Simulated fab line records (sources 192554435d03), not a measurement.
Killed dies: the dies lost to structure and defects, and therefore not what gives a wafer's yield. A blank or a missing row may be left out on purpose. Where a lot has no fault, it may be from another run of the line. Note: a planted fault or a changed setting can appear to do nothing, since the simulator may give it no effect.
Split-lot study :: flow n5Finfet :: on a route of 1938 steps: 7 lots, 39 wafers read

THE SPLIT ITSELF
At N5_MOL_CONTACT_COAG_ETCH_124 (etches SiNx in CH3F/O2, stops on SiOC, target depth 6.5 nm), the setting targetDepthA was moved away from the recipe's 65 angstrom on 18 of the 39 wafers read, by -48.5% to +29.0%. The other wafers ran this setting at the recipe's value.

The reading comes from the split's own step.

THE READING
SOC_of_MOL_CONTACT_COAG_COAT_62.thkNm (the simulator's own value, which no gauge read), in nm, at N5_MOL_CONTACT_COAG_ETCH_124 (etches SiNx in CH3F/O2, stops on SiOC, target depth 6.5 nm). The file gives no usual value for it. The 21 wafers here that ran the recipe average 48.3 nm, standard deviation 0.28 nm.

wafer: L078.1
tool, chamber at the split: rieDiel-01, 2
targetDepthA as run, angstrom: 43.45
against the recipe: -33.2%
SOC_of_MOL_CONTACT_COAG_COAT_62.thkNm, nm: 49.6
against lot-mates on the recipe: +1.3

wafer: L078.2
tool, chamber at the split: rieDiel-01, 3
targetDepthA as run, angstrom: 65
against the recipe: recipe
SOC_of_MOL_CONTACT_COAG_COAT_62.thkNm, nm: 48
against lot-mates on the recipe: -

wafer: L078.3
tool, chamber at the split: rieDiel-01, 0
targetDepthA as run, angstrom: 43.45
against the recipe: -33.2%
SOC_of_MOL_CONTACT_COAG_COAT_62.thkNm, nm: 49.6
against lot-mates on the recipe: +1.3

wafer: L078.4
tool, chamber at the split: rieDiel-01, 1
targetDepthA as run, angstrom: 65
against the recipe: recipe
SOC_of_MOL_CONTACT_COAG_COAT_62.thkNm, nm: 48.4
against lot-mates on the recipe: -

wafer: L078.5
tool, chamber at the split: rieDiel-01, 1
targetDepthA as run, angstrom: 43.45
against the recipe: -33.2%
SOC_of_MOL_CONTACT_COAG_COAT_62.thkNm, nm: 49.6
against lot-mates on the recipe: +1.3

wafer: L078.6
tool, chamber at the split: rieDiel-01, 2
targetDepthA as run, angstrom: 65
against the recipe: recipe
SOC_of_MOL_CONTACT_COAG_COAT_62.thkNm, nm: 48.4
against lot-mates on the recipe: -

wafer: L081.1
tool, chamber at the split: rieDiel-03, 2
targetDepthA as run, angstrom: 65
against the recipe: recipe
SOC_of_MOL_CONTACT_COAG_COAT_62.thkNm, nm: 48.2
against lot-mates on the recipe: -

wafer: L081.2
tool, chamber at the split: rieDiel-03, 0
targetDepthA as run, angstrom: 65
against the recipe: recipe
SOC_of_MOL_CONTACT_COAG_COAT_62.thkNm, nm: 48.2
against lot-mates on the recipe: -

wafer: L081.3
tool, chamber at the split: rieDiel-03, 3
targetDepthA as run, angstrom: 65
against the recipe: recipe
SOC_of_MOL_CONTACT_COAG_COAT_62.thkNm, nm: 48.4
against lot-mates on the recipe: -

wafer: L083.1
tool, chamber at the split: rieDiel-03, 1
targetDepthA as run, angstrom: 65
against the recipe: recipe
SOC_of_MOL_CONTACT_COAG_COAT_62.thkNm, nm: 48.2
against lot-mates on the recipe: -

wafer: L083.2
tool, chamber at the split: rieDiel-03, 2
targetDepthA as run, angstrom: 79.43
against the recipe: +22.2%
SOC_of_MOL_CONTACT_COAG_COAT_62.thkNm, nm: 48
against lot-mates on the recipe: -0.4

wafer: L083.3
tool, chamber at the split: rieDiel-03, 3
targetDepthA as run, angstrom: 65
against the recipe: recipe
SOC_of_MOL_CONTACT_COAG_COAT_62.thkNm, nm: 48.8
against lot-mates on the recipe: -

wafer: L083.4
tool, chamber at the split: rieDiel-03, 1
targetDepthA as run, angstrom: 65
against the recipe: recipe
SOC_of_MOL_CONTACT_COAG_COAT_62.thkNm, nm: 48.2
against lot-mates on the recipe: -

wafer: L083.5
tool, chamber at the split: rieDiel-03, 3
targetDepthA as run, angstrom: 79.43
against the recipe: +22.2%
SOC_of_MOL_CONTACT_COAG_COAT_62.thkNm, nm: 48
against lot-mates on the recipe: -0.4

wafer: L083.6
tool, chamber at the split: rieDiel-03, 2
targetDepthA as run, angstrom: 79.43
against the recipe: +22.2%
SOC_of_MOL_CONTACT_COAG_COAT_62.thkNm, nm: 47.8
against lot-mates on the recipe: -0.6

wafer: L084.1
tool, chamber at the split: rieDiel-03, 1
targetDepthA as run, angstrom: 33.49
against the recipe: -48.5%
SOC_of_MOL_CONTACT_COAG_COAT_62.thkNm, nm: 49.4
against lot-mates on the recipe: +0.9

wafer: L084.2
tool, chamber at the split: rieDiel-03, 2
targetDepthA as run, angstrom: 65
against the recipe: recipe
SOC_of_MOL_CONTACT_COAG_COAT_62.thkNm, nm: 48.4
against lot-mates on the recipe: -

wafer: L084.3
tool, chamber at the split: rieDiel-03, 0
targetDepthA as run, angstrom: 65
against the recipe: recipe
SOC_of_MOL_CONTACT_COAG_COAT_62.thkNm, nm: 48.4
against lot-mates on the recipe: -

wafer: L084.4
tool, chamber at the split: rieDiel-03, 3
targetDepthA as run, angstrom: 65
against the recipe: recipe
SOC_of_MOL_CONTACT_COAG_COAT_62.thkNm, nm: 48.6
against lot-mates on the recipe: -

wafer: L084.5
tool, chamber at the split: rieDiel-03, 3
targetDepthA as run, angstrom: 33.49
against the recipe: -48.5%
SOC_of_MOL_CONTACT_COAG_COAT_62.thkNm, nm: 49.8
against lot-mates on the recipe: +1.3

wafer: L084.6
tool, chamber at the split: rieDiel-03, 0
targetDepthA as run, angstrom: 33.49
against the recipe: -48.5%
SOC_of_MOL_CONTACT_COAG_COAT_62.thkNm, nm: 49.8
against lot-mates on the recipe: +1.3

wafer: L087.1
tool, chamber at the split: rieDiel-03, 1
targetDepthA as run, angstrom: 65
against the recipe: recipe
SOC_of_MOL_CONTACT_COAG_COAT_62.thkNm, nm: 47.6
against lot-mates on the recipe: -

wafer: L087.2
tool, chamber at the split: rieDiel-03, 2
targetDepthA as run, angstrom: 36.39
against the recipe: -44.0%
SOC_of_MOL_CONTACT_COAG_COAT_62.thkNm, nm: 49.4
against lot-mates on the recipe: +1.6

wafer: L087.3
tool, chamber at the split: rieDiel-03, 0
targetDepthA as run, angstrom: 36.39
against the recipe: -44.0%
SOC_of_MOL_CONTACT_COAG_COAT_62.thkNm, nm: 49.6
against lot-mates on the recipe: +1.8

wafer: L087.4
tool, chamber at the split: rieDiel-03, 3
targetDepthA as run, angstrom: 36.39
against the recipe: -44.0%
SOC_of_MOL_CONTACT_COAG_COAT_62.thkNm, nm: 50
against lot-mates on the recipe: +2.2

wafer: L087.5
tool, chamber at the split: rieDiel-03, 0
targetDepthA as run, angstrom: 65
against the recipe: recipe
SOC_of_MOL_CONTACT_COAG_COAT_62.thkNm, nm: 48
against lot-mates on the recipe: -

wafer: L087.6
tool, chamber at the split: rieDiel-03, 1
targetDepthA as run, angstrom: 65
against the recipe: recipe
SOC_of_MOL_CONTACT_COAG_COAT_62.thkNm, nm: 47.8
against lot-mates on the recipe: -

wafer: L088.1
tool, chamber at the split: rieDiel-03, 1
targetDepthA as run, angstrom: 83.87
against the recipe: +29.0%
SOC_of_MOL_CONTACT_COAG_COAT_62.thkNm, nm: 46.6
against lot-mates on the recipe: -1.7

wafer: L088.2
tool, chamber at the split: rieDiel-03, 2
targetDepthA as run, angstrom: 65
against the recipe: recipe
SOC_of_MOL_CONTACT_COAG_COAT_62.thkNm, nm: 48
against lot-mates on the recipe: -

wafer: L088.3
tool, chamber at the split: rieDiel-03, 3
targetDepthA as run, angstrom: 65
against the recipe: recipe
SOC_of_MOL_CONTACT_COAG_COAT_62.thkNm, nm: 48.6
against lot-mates on the recipe: -

wafer: L088.4
tool, chamber at the split: rieDiel-03, 0
targetDepthA as run, angstrom: 65
against the recipe: recipe
SOC_of_MOL_CONTACT_COAG_COAT_62.thkNm, nm: 48.2
against lot-mates on the recipe: -

wafer: L088.5
tool, chamber at the split: rieDiel-03, 2
targetDepthA as run, angstrom: 83.87
against the recipe: +29.0%
SOC_of_MOL_CONTACT_COAG_COAT_62.thkNm, nm: 47
against lot-mates on the recipe: -1.3

wafer: L088.6
tool, chamber at the split: rieDiel-03, 3
targetDepthA as run, angstrom: 83.87
against the recipe: +29.0%
SOC_of_MOL_CONTACT_COAG_COAT_62.thkNm, nm: 47.6
against lot-mates on the recipe: -0.7

wafer: L096.1
tool, chamber at the split: rieDiel-04, 2
targetDepthA as run, angstrom: 65
against the recipe: recipe
SOC_of_MOL_CONTACT_COAG_COAT_62.thkNm, nm: 48.6
against lot-mates on the recipe: -

wafer: L096.2
tool, chamber at the split: rieDiel-04, 0
targetDepthA as run, angstrom: 65
against the recipe: recipe
SOC_of_MOL_CONTACT_COAG_COAT_62.thkNm, nm: 48.2
against lot-mates on the recipe: -

wafer: L096.3
tool, chamber at the split: rieDiel-04, 3
targetDepthA as run, angstrom: 65
against the recipe: recipe
SOC_of_MOL_CONTACT_COAG_COAT_62.thkNm, nm: 48.4
against lot-mates on the recipe: -

wafer: L096.4
tool, chamber at the split: rieDiel-04, 1
targetDepthA as run, angstrom: 53.06
against the recipe: -18.4%
SOC_of_MOL_CONTACT_COAG_COAT_62.thkNm, nm: 48.4
against lot-mates on the recipe: +0.0

wafer: L096.5
tool, chamber at the split: rieDiel-04, 0
targetDepthA as run, angstrom: 53.06
against the recipe: -18.4%
SOC_of_MOL_CONTACT_COAG_COAT_62.thkNm, nm: 48.4
against lot-mates on the recipe: +0.0

wafer: L096.6
tool, chamber at the split: rieDiel-04, 3
targetDepthA as run, angstrom: 53.06
against the recipe: -18.4%
SOC_of_MOL_CONTACT_COAG_COAT_62.thkNm, nm: 48.8
against lot-mates on the recipe: +0.4

FIT RESULTS
A straight line over all 39 wafers: SOC_of_MOL_CONTACT_COAG_COAT_62.thkNm changes by -0.0313 nm for each +1% of targetDepthA; r = -0.91; the points scatter about the line by 0.32 nm.
The same after taking each lot's own level away (the mean of its wafers on the recipe; 39 wafers): -0.0331 nm for each +1%; r = -0.92; scatter 0.32 nm.
Per that fit: largest targetDepthA move, reading shift of 1.6 nm.
The span of the lots' own levels, 47.80 to 48.47 nm, comes to 2.4 times the standard deviation stated above.
The two slopes are in agreement: the lot-to-lot level therefore moves the slope only a little.
Check: +1.67 nm against its lot-mates is what the line predicts for one of the wafers moved furthest among these (-48.5%) when that wafer is left out of the fit. Against them it came out at +0.933 nm.

THE OTHER SPLITS THESE WAFERS WENT THROUGH
Before the reading, these wafers also passed through other splits. Each is held against what the fit with the lots' levels taken away leaves over:
other split on the same wafers: N5_PMOS_HMC_CHANNEL_EPI_DEVELOP_08 developTimeS
wafers away from the commonest value: 9
r with SOC_of_MOL_CONTACT_COAG_COAT_62.thkNm (lot level and that fit taken away): +0.02

other split on the same wafers: N5_DUMMY_GATE_DESCUM_20 timeS
wafers away from the commonest value: 12
r with SOC_of_MOL_CONTACT_COAG_COAT_62.thkNm (lot level and that fit taken away): -0.16

THE WHOLE CHAIN: every reading that the file lists as answering this split, in the file's order
step: N5_MOL_CONTACT_COAG_ETCH_124
what it does: etches SiNx in CH3F/O2, stops on SiOC, target depth 6.5 nm
reading: etch.depthNm (the simulator's own value, which no gauge read)
change (the file's fit): +0.0237 nm for each +1% of the setting
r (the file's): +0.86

step: N5_MOL_CONTACT_COAG_ETCH_124
what it does: etches SiNx in CH3F/O2, stops on SiOC, target depth 6.5 nm
reading: SOC_of_MOL_CONTACT_COAG_COAT_62.thkNm (the simulator's own value, which no gauge read)
change (the file's fit): -0.0329 nm for each +1% of the setting
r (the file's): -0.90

THE FILE'S OWN FIT
SOC_of_MOL_CONTACT_COAG_COAT_62.thkNm changes by -0.0329 nm for each +1% of targetDepthA, r = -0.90.
